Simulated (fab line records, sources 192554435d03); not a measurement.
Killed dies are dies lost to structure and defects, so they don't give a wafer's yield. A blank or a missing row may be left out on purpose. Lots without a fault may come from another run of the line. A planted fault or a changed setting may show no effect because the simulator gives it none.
fab line records | flow n5_finfet
record lots=7 wafers=21
route steps=1938 shown WELL_APT@21 PMOS_HMC_CHANNEL_EPI@63 DUMMY_GATE@215 SD_EPI_N@279 SD_EPI_P@321 SD_ACTIVATION@330 SDB@361
start_h: hours from the record's first day to the start of the lot's first wafer shown | wait_h: hours since the lot's step before | " the same as in the row above | L1.1+2: a row that stands for several wafers | - no value, or no start given | * or withheld: withheld | < > ~ a bound
route shown NAME@n: a module of which the file shows steps, and the number in the route of the first | usual: mean/standard deviation of fault-free wafers | same: alike in all rows | chamber/n: place in a boat | sites: the reading at each site | _std_site: their standard deviation | _edge_site: outer sites' mean less inner sites' | radius_mm: how far each site lies from the wafer's centre | mask NAME#n: copy n | behind: the tool/chamber that last shaped the wafer | hold: why the lot was held/for how many hours/how that ended | device: the transistor (n, p or np) that didn't switch | end of line: the same wafers' tests at the end of the route | a step without rows: its recipe alone | killed: dies lost to structure and defects at the first sort, not the wafer's yield | map: a wafer's dies, x killed, . not, _ none there
set.NAME: the setting as run; set.NAME@STEP: as run at that earlier step | model.NAME: the simulator's own value behind a step, which no gauge read
lots whose settings were changed on purpose; a table a step, a row a wafer
## steps
# step N5_WELL_APT_COAT_02
# recipe spin_rpm=1357 resist_thk_nm=950
# columns lot.wafer tool chamber start_h wait_h set.spin_rpm model.coat_of_WELL_APT_COAT_02.thk_nm
L077.2 litho_track-02 0 - - 1357 950.9
L077.3 " 0 " " 1357 951.8
L077.4 " 0 " " 1357 947.7
L082.1 litho_track-04 0 - - 1357 951.8
L082.2 " 0 " " 1357 950.5
L082.3 " 0 " " 1357 951.6
L083.1 litho_track-01 0 - - 1357 954.9
L083.2 " 0 " " 1471 917.1
L083.6 " 0 " " 1357 951.4
L084.4 litho_track-02 0 - - 1434 925
L084.5 " 0 " " 1434 924.6
L084.6 " 0 " " 1357 949.7
L085.1 litho_track-01 0 - - 1357 956
L085.3 " 0 " " 1357 951.7
L085.5 " 0 " " 1357 954.4
L087.1 litho_track-04 0 - - 1398 941.8
L087.4 " 0 " " 1357 953.6
L087.5 " 0 " " 1357 956.2
L096.3 litho_track-04 0 - - 1206 1005
L096.4 " 0 " " 1357 951
L096.5 " 0 " " 1206 1007
# step N5_WELL_APT_EXPOSE_05
# recipe mask_id=NWELL na=0.8 source_shape=conventional sigma_outer=0.8 polarization=unpolarized defocus_nm=0 target_cd_nm=200 dose_mj=20.3
# columns lot.wafer tool chamber start_h wait_h mask set.dose_mj
L077.2+3 krf_scanner-01 0 31.54 - NWELL#0 20.3
L077.4 " 0 " " NWELL#0 20.78
L082.1+2 krf_scanner-01 0 61.63 - NWELL#0 21.04
L082.3 " 0 " " NWELL#0 20.3
L083.1 krf_scanner-01 0 67.41 - NWELL#0 20.3
L083.2+6 " 0 " " NWELL#0 19.91
L084.4+5+6 krf_scanner-02 0 73.54 - NWELL#0 20.3
L085.1+3+5 krf_scanner-02 0 79.86 - NWELL#0 20.3
L087.1+5 krf_scanner-02 0 91.66 - NWELL#0 20.3
L087.4 " 0 " " NWELL#0 21.31
L096.3+4+5 krf_scanner-01 0 145.52 - NWELL#0 20.3
# step N5_WELL_APT_PEB_06
# recipe peb_temp_c=130 peb_time_s=90
# step N5_WELL_APT_DEVELOP_07
# recipe develop_time_s=45 rinse_liquid=surfactant_rinse dry=air_spin dev_temp_c=21
# step N5_WELL_APT_HARDBAKE_12
# recipe temp_c=130 time_s=120
# step N5_WELL_APT_CD_MEAS_08
# recipe target_cd_nm=200 landing_energy_ev=500 detector=se_inlens
# usual cd_nm=200.4/1.8
# columns lot.wafer tool chamber start_h wait_h set.dose_mj@WELL_APT_EXPOSE_05 cd_nm
L077.2 cd_sem-02 0 31.70 - 20.3 201.8
L077.3 " 0 " " 20.3 202.6
L077.4 " 0 " " 20.78 204.2
L082.1 cd_sem-01 0 61.81 - 21.04 206.1
L082.2 " 0 " " 21.04 203.9
L082.3 " 0 " " 20.3 200.2
L083.1 cd_sem-03 0 67.58 - 20.3 198.5
L083.2 " 0 " " 19.91 195.8
L083.6 " 0 " " 19.91 197.4
L084.4 cd_sem-02 0 73.70 - 20.3 200.3
L084.5 " 0 " " 20.3 201.3
L084.6 " 0 " " 20.3 203.0
L085.1 cd_sem-01 0 80.03 - 20.3 200.1
L085.3 " 0 " " 20.3 199.8
L085.5 " 0 " " 20.3 201.8
L087.1 cd_sem-01 0 91.83 - 20.3 198.6
L087.4 " 0 " " 21.31 208.8
L087.5 " 0 " " 20.3 200.1
L096.3 cd_sem-03 0 145.69 - 20.3 195.5
L096.4 " 0 " " 20.3 199.4
L096.5 " 0 " " 20.3 196.4
# step N5_WELL_APT_DESCUM_13
# recipe chemistry=O2 time_s=7.9 source_power_w=50 bias_power_w=20 pressure_mtorr=20 rf_frequency_hz=2.712e+07 temp_c=40 o2_flow_sccm=225
# columns lot.wafer tool chamber start_h wait_h set.dose_mj@WELL_APT_EXPOSE_05 model.WELL_APT.cd_nm
L077.2 rie_diel-06 2 31.79 0.0 20.3 202.2
L077.3 " 0 " " 20.3 202.6
L077.4 " 3 " " 20.78 204.2
L082.1 rie_diel-04 0 61.97 0.1 21.04 205.9
L082.2 " 2 " " 21.04 203.8
L082.3 " 3 " " 20.3 199.9
L083.1 rie_diel-05 2 68.64 1.0 20.3 198.4
L083.2 " 3 " " 19.91 196.1
L083.6 " 0 " " 19.91 197.4
L084.4 rie_diel-05 0 73.78 0.0 20.3 200.2
L084.5 " 3 " " 20.3 201.4
L084.6 " 0 " " 20.3 203
L085.1 rie_diel-05 0 80.12 0.0 20.3 200.1
L085.3 " 1 " " 20.3 199.6
L085.5 " 2 " " 20.3 201.6
L087.1 rie_diel-05 3 91.92 0.0 20.3 198.7
L087.4 " 1 " " 21.31 209.1
L087.5 " 2 " " 20.3 200.1
L096.3 rie_diel-05 1 146.45 0.7 20.3 195.8
L096.4 " 1 " " 20.3 199.6
L096.5 " 2 " " 20.3 196.4
# step N5_PMOS_HMC_CHANNEL_EPI_PEB_07
# recipe peb_temp_c=110 peb_time_s=60 resist=CAR-ArF-block
# columns lot.wafer tool chamber start_h wait_h set.peb_time_s
L077.2+3+4 litho_track-02 0 35.26 0.0 60
L082.1+2+3 litho_track-05 0 65.97 0.1 60
L083.1 litho_track-02 0 72.00 0.1 60
L083.2+6 " 0 " " 50.33
L084.4+5 litho_track-03 0 77.37 0.0 73.29
L084.6 " 0 " " 60
L085.1+3+5 litho_track-05 0 83.24 0.1 60
L087.1 litho_track-05 0 95.11 0.1 51.89
L087.4+5 " 0 " " 60
L096.3+5 litho_track-02 0 149.63 0.0 60
L096.4 " 0 " " 52.39
# step N5_PMOS_HMC_CHANNEL_EPI_DEVELOP_08
# recipe develop_time_s=30 developer=TMAH resist=CAR-ArF-block dev_temp_c=23 rinse_liquid=diw dry=air_spin
# columns lot.wafer tool chamber start_h wait_h set.develop_time_s
L077.2+3+4 litho_track-02 0 - - 30
L082.1+3 litho_track-05 0 - - 30
L082.2 " 0 " " 23.79
L083.1+2 litho_track-02 0 - - 35.19
L083.6 " 0 " " 30
L084.4+6 litho_track-03 0 - - 30
L084.5 " 0 " " 35.24
L085.1+3+5 litho_track-05 0 - - 30
L087.1 litho_track-05 0 - - 24.33
L087.4+5 " 0 " " 30
L096.3+4 litho_track-02 0 - - 30
L096.5 " 0 " " 32.61
# step N5_PMOS_HMC_CHANNEL_EPI_CD_MEAS_09
# recipe target_cd_nm=237.4 landing_energy_ev=500 detector=se_inlens
# usual cd_nm=236.9/1.2
# columns lot.wafer tool chamber start_h wait_h set.peb_time_s@PMOS_HMC_CHANNEL_EPI_PEB_07 cd_nm
L077.2 cd_sem-03 0 35.33 - 60 235.9
L077.3 " 0 " " 60 236.0
L077.4 " 0 " " 60 235.7
L082.1 cd_sem-03 0 66.04 - 60 235.5
L082.2 " 0 " " 60 237.1
L082.3 " 0 " " 60 237.4
L083.1 cd_sem-02 0 72.07 - 60 236.8
L083.2 " 0 " " 50.33 228.5
L083.6 " 0 " " 50.33 228.8
L084.4 cd_sem-01 0 77.44 - 73.29 243.5
L084.5 " 0 " " 73.29 245.4
L084.6 " 0 " " 60 237.5
L085.1 cd_sem-02 0 83.30 - 60 237.1
L085.3 " 0 " " 60 238.0
L085.5 " 0 " " 60 236.4
L087.1 cd_sem-03 0 95.17 - 51.89 232.5
L087.4 " 0 " " 60 238.5
L087.5 " 0 " " 60 237.5
L096.3 cd_sem-02 0 149.69 - 60 237.7
L096.4 " 0 " " 52.39 230.9
L096.5 " 0 " " 60 237.3
# step N5_PMOS_HMC_CHANNEL_EPI_DESCUM_14
# recipe chemistry=O2 time_s=7.9 source_power_w=50 bias_power_w=20 pressure_mtorr=20 rf_frequency_hz=2.712e+07 temp_c=40 resist=CAR-ArF-block o2_flow_sccm=225
# columns lot.wafer tool chamber start_h wait_h set.peb_time_s@PMOS_HMC_CHANNEL_EPI_PEB_07 model.PMOS_HMC_CHANNEL_EPI.cd_nm
L077.2 rie_diel-03 1 35.42 0.0 60 235.8
L077.3 " 2 " " 60 236.1
L077.4 " 0 " " 60 235.3
L082.1 rie_diel-01 1 66.19 0.1 60 235.7
L082.2 " 2 " " 60 237.2
L082.3 " 3 " " 60 237.4
L083.1 rie_diel-02 1 72.16 0.0 60 236.9
L083.2+6 " 0,1 " " 50.33 228.7
L084.4 rie_diel-02 3 77.52 0.0 73.29 243.8
L084.5 " 0 " " 73.29 245.6
L084.6 " 1 " " 60 237.4
L085.1 rie_diel-01 0 83.39 0.0 60 236.9
L085.3 " 2 " " 60 237.9
L085.5 " 2 " " 60 236.8
L087.1 rie_diel-03 2 95.26 0.0 51.89 232.2
L087.4 " 0 " " 60 238.8
L087.5 " 3 " " 60 237.6
L096.3 rie_diel-01 1 149.78 0.0 60 237.8
L096.4 " 3 " " 52.39 231
L096.5 " 1 " " 60 237.1
# step N5_PMOS_HMC_CHANNEL_EPI_ETCH_32
# recipe chemistry=N2/H2 target=BARC stop_on=SiO2 target_depth_a=858 over_etch_frac=0.3 time_s=50.3 ion_energy_ev=200 mask_material=CAR-ArF-block pressure_mtorr=30 source_w=840 bias_w=150 n2_flow_sccm=200 h2_flow_sccm=200
# columns lot.wafer tool chamber start_h wait_h set.peb_time_s@PMOS_HMC_CHANNEL_EPI_PEB_07 model.PMOS_HMC_CHANNEL_EPI.cd_nm
L077.2 rie_diel-03 1 35.45 0.0 60 237.2
L077.3 " 2 " " 60 238.6
L077.4 " 0 " " 60 236.7
L082.1 rie_diel-01 1 66.22 0.0 60 238
L082.2 " 2 " " 60 238.1
L082.3 " 3 " " 60 240.3
L083.1 rie_diel-02 1 72.20 0.0 60 237.9
L083.2 " 0 " " 50.33 232
L083.6 " 1 " " 50.33 230.8
L084.4 rie_diel-02 3 77.56 0.0 73.29 244.8
L084.5 " 0 " " 73.29 249
L084.6 " 1 " " 60 239.5
L085.1 rie_diel-01 0 83.43 0.0 60 239
L085.3 " 2 " " 60 239.2
L085.5 " 2 " " 60 238.5
L087.1 rie_diel-03 2 95.30 0.0 51.89 234.3
L087.4 " 0 " " 60 240.8
L087.5 " 3 " " 60 240.1
L096.3 rie_diel-01 1 149.81 0.0 60 240
L096.4 " 3 " " 52.39 234.2
L096.5 " 1 " " 60 239.7
# step N5_PMOS_HMC_CHANNEL_EPI_HM_OPEN_15
# recipe chemistry=CHF3/O2 target=SiO2 mask_material=CAR-ArF-block target_depth_a=406 CHF3_flow_sccm=50 O2_flow_sccm=5 Ar_flow_sccm=200 time_s=20.3 pressure_mtorr=30 source_w=650 bias_w=170 ion_energy_ev=200
# step N5_PMOS_HMC_CHANNEL_EPI_STRIP_33
# recipe chemistry=N2/H2 power_w=500 temp_c=40 pressure_mtorr=50 rf_frequency_hz=6e+07 overash_fraction=0.3 bias_power_w=8 h2_frac=0.5 n2_flow_sccm=300 h2_flow_sccm=300
# step N5_PMOS_HMC_CHANNEL_EPI_STRIP_17
# recipe chemistry=SPM time_s=750 temp_c=130 h2so4_h2o2_vol_ratio=4 dry=ipa_marangoni
# step N5_PMOS_HMC_CHANNEL_EPI_ETCH_38
# recipe chemistry=CF4 target=SiO2 target_depth_a=15 ion_energy_ev=350 pressure_mtorr=10 icp_w=800 bias_w=400 cf4_flow_sccm=80
# columns lot.wafer tool chamber start_h wait_h set.peb_time_s@PMOS_HMC_CHANNEL_EPI_PEB_07 model.PMOS_HMC_CHANNEL_EPI.cd_nm
L077.2 rie_si-01 2 35.86 0.0 60 237.3
L077.3 " 1 " " 60 238.5
L077.4 " 0 " " 60 236.6
L082.1 rie_si-01 2 66.65 0.0 60 238
L082.2 " 3 " " 60 238.1
L082.3 " 1 " " 60 240.2
L083.1 rie_si-02 0 72.60 0.0 60 237.8
L083.2 " 1 " " 50.33 232.1
L083.6 " 1 " " 50.33 230.9
L084.4 rie_si-01 0 77.99 0.0 73.29 244.6
L084.5 " 3 " " 73.29 249.1
L084.6 " 1 " " 60 239.5
L085.1 rie_si-04 0 83.83 0.0 60 239.1
L085.3 " 3 " " 60 239
L085.5 " 0 " " 60 238.3
L087.1 rie_si-02 0 95.72 0.0 51.89 234.3
L087.4 " 1 " " 60 240.9
L087.5 " 3 " " 60 240
L096.3 rie_si-04 1 150.21 0.0 60 240.1
L096.4 " 1 " " 52.39 234.2
L096.5 " 2 " " 60 239.8
# step N5_DUMMY_GATE_CVD_03
# recipe material=a-Si target_thk_a=1500 temp_c=530 precursor=SiH4 time_s=8042
# columns lot.wafer tool chamber start_h wait_h set.temp_c model.a-Si_of_DUMMY_GATE_CVD_03.thk_nm
L077.2+4 - - - 0.1 530 148.2
L077.3 " - " " 530 149.4
L082.1 - - - 0.1 553.2 282.8
L082.2 " - " " 553.2 283.8
L082.3 " - " " 553.2 282
L083.1 - - - 0.1 517.1 101.6
L083.2 " - " " 517.1 100.4
L083.6 " - " " 517.1 102
L084.4 - - - 0.1 522.9 123.2
L084.5 " - " " 522.9 123.6
L084.6 " - " " 522.9 123
L085.1 lpcvd-02 1/65 105.50 0.1 530 146.8
L085.3 " 1/75 " " 530 148.6
L085.5 " 1/84 " " 530 146.4
L087.1+5 - - - 0.1 530 151.8
L087.4 " - " " 530 152.4
L096.3 - - - 0.1 530 150.6
L096.4 " - " " 530 149.8
L096.5 " - " " 530 151
# step N5_SD_EPI_N_ETCH_16
# recipe chemistry=CHF3/O2 target=SiO2 target_depth_a=50 mask_material=SOC pressure_mtorr=30 source_w=650 bias_w=170 Ar_flow_sccm=200 CHF3_flow_sccm=50 O2_flow_sccm=5 ion_energy_ev=200
# columns lot.wafer tool chamber start_h wait_h set.target_depth_a model.etch.depth_nm
L077.2 rie_diel-04 1 68.58 0.1 46.36 4.719
L077.3 " 0 " " 50 4.938
L077.4 " 3 " " 46.36 4.616
L082.1 rie_diel-04 2 100.71 0.1 50 5.045
L082.2 " 0 " " 51.75 5.229
L082.3 " 3 " " 50 5.035
L083.1 rie_diel-05 0 105.49 0.1 50 5.055
L083.2 " 2 " " 55.65 5.693
L083.6 " 3 " " 55.65 5.564
L084.4 rie_diel-04 2 109.46 0.1 50 4.957
L084.5 " 2 " " 50 4.918
L084.6 " 3 " " 50 4.98
L085.1 rie_diel-05 2 117.08 0.1 50 5.001
L085.3 " 1 " " 50 4.963
L085.5 " 2 " " 50 4.971
L087.1 rie_diel-04 3 127.29 0.1 50 5.026
L087.4 " 0 " " 46.15 4.577
L087.5 " 0 " " 50 4.994
L096.3 rie_diel-05 3 188.50 0.1 50 5.226
L096.4 " 0 " " 50 5.076
L096.5 " 1 " " 50 5.004
# step N5_SD_EPI_N_EPI_21
# recipe material=Si:P dopant=P temp_c=680 pressure_torr=255 time_s=690
# columns lot.wafer tool chamber start_h wait_h set.epi_growth_time_s model.Si-P_of_SD_EPI_N_EPI_21.thk_nm
L077.2+3 epi_rpcvd-02 0 69.94 0.4 690 59.8
L077.4 " 0 " " 667.2 58.6
L082.1 epi_rpcvd-04 0 101.78 0.1 690 59.6
L082.2 " 0 " " 690 59.4
L082.3 " 0 " " 721.7 61
L083.1 epi_rpcvd-04 0 106.54 0.1 690 60.4
L083.2 " 0 " " 757.7 64
L083.6 " 0 107.94 1.4 757.7 63.6
L084.4+5 epi_rpcvd-02 0 111.36 0.9 690 59
L084.6 " 0 " " 690 58.6
L085.1 epi_rpcvd-04 0 118.15 0.1 690 58.2
L085.3 " 0 " " 690 58.6
L085.5 " 0 " " 690 57.8
L087.1 epi_rpcvd-02 0 128.35 0.1 690 59.2
L087.4 " 0 " " 690 58.8
L087.5 " 0 " " 690 58.6
L096.3+5 epi_rpcvd-01 0 190.12 0.7 761 63.6
L096.4 " 0 " " 690 58.6
# step N5_SD_EPI_N_PRECLEAN_24
# recipe chemistry=O3/DIW time_s=60 temp_c=22 o3_ppm=10
# columns lot.wafer tool chamber start_h wait_h set.epi_growth_time_s@SD_EPI_N_EPI_21 model.Si-P_of_SD_EPI_N_EPI_21.thk_nm
L077.2+3 wet_bench-05 6,4 71.41 0.0 690 59.4
L077.4 " 7 " " 667.2 58.2
L082.1 wet_bench-03 2 103.53 0.0 690 59.2
L082.2 " 7 " " 690 59
L082.3 " 5 " " 721.7 60.6
L083.1 wet_bench-06 6 108.30 0.0 690 60
L083.2 " 2 " " 757.7 63.4
L083.6 " 3 " " 757.7 63
L084.4+5 wet_bench-06 3,2 112.27 0.0 690 58.6
L084.6 " 4 " " 690 58.2
L085.1 wet_bench-06 1 119.91 0.0 690 57.8
L085.3 " 0 " " 690 58.2
L085.5 " 2 " " 690 57.4
L087.1 wet_bench-03 5 130.10 0.0 690 58.8
L087.4 " 3 " " 690 58.4
L087.5 " 7 " " 690 58.2
L096.3+5 wet_bench-06 4,0 191.31 0.0 761 63.2
L096.4 " 3 " " 690 58.2
# step N5_SD_EPI_N_SRD_25
# recipe time_s=30 temp_c=23 rinse_liquid=diw dry=ipa_marangoni
# step N5_SD_EPI_N_PRECLEAN_49
# recipe chemistry=NF3:NH3 afs_cycles=1 temp_c=30 time_s=20 sublimation_temp_c=180 sublimation_time_s=60 pressure_torr=3 rf_power_w=30
# step N5_SD_EPI_P_EPI_21
# recipe material=SiGe:B dopant=B temp_c=550 pressure_torr=20 ambient=H2 time_s=355
# step N5_SD_EPI_P_HM_STRIP_48
# recipe chemistry=H3PO4 temp_c=160 material=SiNx target=SiNx target_depth_a=30 overetch_fraction=0.3
# columns lot.wafer tool chamber start_h wait_h set.epi_growth_time_s@SD_EPI_N_EPI_21 model.Si-P_of_SD_EPI_N_EPI_21.thk_nm
L077.2+3 wet_bench-04 3,0 76.00 0.0 690 59.2
L077.4 " 1 " " 667.2 57.8
L082.1 wet_bench-02 4 108.10 0.0 690 59
L082.2 " 7 " " 690 58.8
L082.3 " 6 " " 721.7 60.4
L083.1 wet_bench-01 1 113.05 0.0 690 59.6
L083.2 " 0 " " 757.7 63.2
L083.6 " 4 " " 757.7 62.8
L084.4 wet_bench-01 4 116.85 0.0 690 58.4
L084.5 " 0 " " 690 58.2
L084.6 " 7 " " 690 57.8
L085.1 wet_bench-04 2 124.37 0.0 690 57.6
L085.3 " 0 " " 690 58
L085.5 " 7 " " 690 57.2
L087.1 wet_bench-01 3 134.91 0.0 690 58.4
L087.4+5 " 6,2 " " 690 58
L096.3+5 wet_bench-02 4,3 196.71 0.0 761 63
L096.4 " 1 " " 690 57.8
# step N5_SD_EPI_P_SRD_49
# recipe dry=ipa_marangoni time_s=30 temp_c=23 rinse_liquid=diw
# step N5_SD_EPI_P_PRECLEAN_24
# recipe chemistry=O3/DIW time_s=45 temp_c=22 o3_ppm=10
# step N5_SD_ACTIVATION_RTA_00
# recipe temp_c=975 time_s=0 ambient=N2 idle_temp_c=600 ramp_up_c_per_s=150 ramp_down_c_per_s=60 cool_to_c=600
# step N5_SD_ACTIVATION_LSA_01
# recipe temp_c=1080 time_s=0.0008 ambient=N2
# step N5_SD_ACTIVATION_RS_MEAS_03
# recipe thk_meas_gauge=four-point-probe
# usual RS_SD_N=21.92/0.28 RS_SD_P=56.1/0.97
# columns lot.wafer tool chamber start_h wait_h set.epi_growth_time_s@SD_EPI_N_EPI_21 RS_SD_N[ohm/sq] RS_SD_P[ohm/sq]
L077.2 film_metro-02 - 76.63 0.2 690 21.67 57.4
L077.3 " - " " 690 21.66 57.0
L077.4 " - " " 667.2 21.98 56.7
L082.1 film_metro-02 - 108.68 0.2 690 21.76 56.1
L082.2 " - " " 690 21.67 55.9
L082.3 " - " " 721.7 21.08 56.5
L083.1 film_metro-01 - 113.84 0.2 690 21.61 57.1
L083.2 " - " " 757.7 20.27 58.0
L083.6 " - " " 757.7 20.60 56.9
L084.4 film_metro-02 - 117.53 0.1 690 21.96 56.6
L084.5 " - " " 690 21.95 55.8
L084.6 " - " " 690 22.21 54.9
L085.1 film_metro-02 - 124.94 0.2 690 22.53 56.2
L085.3 " - " " 690 22.26 55.3
L085.5 " - " " 690 22.51 55.5
L087.1 film_metro-01 - 135.48 0.2 690 22.12 56.5
L087.4 " - " " 690 21.95 56.1
L087.5 " - " " 690 21.87 56.5
L096.3 film_metro-01 - 197.35 0.2 761 20.26 54.7
L096.4 " - " " 690 22.31 56.0
L096.5 " - " " 761 20.01 54.9
# step N5_SDB_ETCH_18
# recipe chemistry=N2/H2 target=SOC target_depth_a=1000 overetch_a=200 mask_material=SiARC temp_c=40 time_s=150 ion_energy_ev=200 pressure_mtorr=30 source_w=840 bias_w=150 n2_flow_sccm=200 h2_flow_sccm=200
# usual rf_vpp_V=524.1/2.5
# columns lot.wafer tool chamber start_h wait_h set.source_w rf_vpp_V
L077.2 rie_diel-06 0 84.09 0.0 840 522.7
L077.3 " 1 " " 840 523.2
L077.4 " 3 " " 840 525.3
L082.1 rie_diel-06 1 117.06 0.0 840 523.0
L082.2 " 0 " " 989.9 496.2
L082.3 " 3 " " 989.9 498.3
L083.1 rie_diel-04 1 123.07 0.0 840 525.5
L083.2 " 0 " " 840 526.6
L083.6 " 2 " " 840 524.6
L084.4 rie_diel-06 3 124.81 0.0 701.4 556.7
L084.5 " 0 " " 840 523.9
L084.6 " 1 " " 840 523.4
L085.1 rie_diel-05 2 132.52 0.0 840 526.3
L085.3 " 3 " " 840 525.7
L085.5 " 0 " " 840 519.2
L087.1 rie_diel-06 0 142.91 0.0 840 523.5
L087.4 " 3 " " 840 524.7
L087.5 " 1 " " 840 522.6
L096.3 rie_diel-06 1 204.73 0.0 840 523.2
L096.4 " 2 " " 747.1 548.0
L096.5 " 3 " " 747.1 544.8
## key
split step=N5_WELL_APT_COAT_02 setting=spin_rpm stated=1357 by=wafer
response step=N5_WELL_APT_COAT_02 reading=model.coat_of_WELL_APT_COAT_02.thk_nm change=-4.65 per=1% r=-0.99
split step=N5_WELL_APT_EXPOSE_05 setting=dose_mj stated=20.3 by=wafer
response step=N5_WELL_APT_CD_MEAS_08 reading=cd_nm change=+1.54 per=1% r=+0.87
response step=N5_WELL_APT_DESCUM_13 reading=model.WELL_APT.cd_nm change=+1.55 per=1% r=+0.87
split step=N5_PMOS_HMC_CHANNEL_EPI_PEB_07 setting=peb_time_s stated=60 by=wafer
response step=N5_PMOS_HMC_CHANNEL_EPI_CD_MEAS_09 reading=cd_nm change=+0.406 per=1% r=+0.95
response step=N5_PMOS_HMC_CHANNEL_EPI_DESCUM_14 reading=model.PMOS_HMC_CHANNEL_EPI.cd_nm change=+0.417 per=1% r=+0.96
response step=N5_PMOS_HMC_CHANNEL_EPI_ETCH_32 reading=model.PMOS_HMC_CHANNEL_EPI.cd_nm change=+0.385 per=1% r=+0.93
response step=N5_PMOS_HMC_CHANNEL_EPI_ETCH_38 reading=model.PMOS_HMC_CHANNEL_EPI.cd_nm change=+0.384 per=1% r=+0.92
split step=N5_PMOS_HMC_CHANNEL_EPI_DEVELOP_08 setting=develop_time_s stated=30 by=wafer
response none clear
split step=N5_DUMMY_GATE_CVD_03 setting=temp_c stated=530 by=lot
response step=N5_DUMMY_GATE_CVD_03 reading=model.a-Si_of_DUMMY_GATE_CVD_03.thk_nm change=+27.2 per=1% r=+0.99
split step=N5_SD_EPI_N_ETCH_16 setting=target_depth_a stated=50 by=wafer
response step=N5_SD_EPI_N_ETCH_16 reading=model.etch.depth_nm change=+0.0494 per=1% r=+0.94
split step=N5_SD_EPI_N_EPI_21 setting=epi_growth_time_s stated=690 by=wafer
response step=N5_SD_EPI_N_EPI_21 reading=model.Si-P_of_SD_EPI_N_EPI_21.thk_nm change=+0.409 per=1% r=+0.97
response step=N5_SD_EPI_N_PRECLEAN_24 reading=model.Si-P_of_SD_EPI_N_EPI_21.thk_nm change=+0.4 per=1% r=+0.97
response step=N5_SD_EPI_P_HM_STRIP_48 reading=model.Si-P_of_SD_EPI_N_EPI_21.thk_nm change=+0.42 per=1% r=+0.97
response step=N5_SD_ACTIVATION_RS_MEAS_03 reading=RS_SD_N change=-0.161 per=1% r=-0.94
split step=N5_SDB_ETCH_18 setting=source_w stated=840 by=wafer
response step=N5_SDB_ETCH_18 reading=rf_vpp_V change=-1.77 per=1% r=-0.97
